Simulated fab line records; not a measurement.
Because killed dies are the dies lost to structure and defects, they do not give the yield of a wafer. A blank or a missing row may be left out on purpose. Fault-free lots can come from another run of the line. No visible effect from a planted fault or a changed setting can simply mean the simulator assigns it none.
Matching of chambers / flow n5-finfet / N5_BEOL_M13_DEP_53 on pecvd-04 has 3 sister chambers
The step deposits SiCN from 3MS/NH3, target thk 50 nm, time 17.8 s. 3 wafers are shown with their chamber, then 12 later ones without.

== EACH WAFER AND ITS CHAMBER ==
wafer=L093.4; chamber=1; showerhead-plenum-p-Torr (Torr)=4.169
wafer=L093.5; chamber=0; showerhead-plenum-p-Torr (Torr)=4.157
wafer=L093.6; chamber=2; showerhead-plenum-p-Torr (Torr)=4.148

== WAFERS WITHOUT THEIR CHAMBER ==
wafer=L094.3; showerhead-plenum-p-Torr (Torr)=4.173
wafer=L094.4; showerhead-plenum-p-Torr (Torr)=4.174
wafer=L094.6; showerhead-plenum-p-Torr (Torr)=4.139
wafer=L096.4; showerhead-plenum-p-Torr (Torr)=4.173
wafer=L096.5; showerhead-plenum-p-Torr (Torr)=4.172
wafer=L096.6; showerhead-plenum-p-Torr (Torr)=4.160
wafer=L097.1; showerhead-plenum-p-Torr (Torr)=4.180
wafer=L097.2; showerhead-plenum-p-Torr (Torr)=4.141
wafer=L097.3; showerhead-plenum-p-Torr (Torr)=4.157
wafer=L097.4; showerhead-plenum-p-Torr (Torr)=4.178
wafer=L097.5; showerhead-plenum-p-Torr (Torr)=4.140
wafer=L097.6; showerhead-plenum-p-Torr (Torr)=4.141

== CHAMBER TAKEN BY EACH ==
wafer=L094.3; from the rows above=can't be placed: 1 or 0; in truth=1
wafer=L094.4; from the rows above=can't be placed: 1 or 0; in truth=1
wafer=L094.6; from the rows above=can't be placed: 2 or 0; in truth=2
wafer=L096.4; from the rows above=can't be placed: 1 or 0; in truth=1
wafer=L096.5; from the rows above=can't be placed: 1 or 0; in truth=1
wafer=L096.6; from the rows above=can't be placed: 0 or 1 or 2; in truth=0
wafer=L097.1; from the rows above=can't be placed: 1 or 0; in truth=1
wafer=L097.2; from the rows above=can't be placed: 2 or 0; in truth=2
wafer=L097.3; from the rows above=can't be placed: 0 or 2 or 1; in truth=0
wafer=L097.4; from the rows above=can't be placed: 1 or 0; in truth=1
wafer=L097.5; from the rows above=can't be placed: 2 or 0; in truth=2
wafer=L097.6; from the rows above=can't be placed: 2 or 0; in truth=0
Correct placement for 0 of the 12. Cannot be placed on the basis of these rows: 12; the candidates contain the true chamber in 12. Number placed wrongly: 0.
How it was worked out, from the rows above alone: a wafer's distance from a chamber is the root of the sum, over the readings, of the square of ((its reading less the chamber's mean) divided by the reading's scatter). The wafer belongs to the nearest chamber; if the next one is less than 2 further off, it can't be placed. A chamber's mean is the mean of its shown wafers. The scatter: with one shown wafer a chamber, the root of the mean of the squares of how far each hidden wafer lies from its nearest shown one.
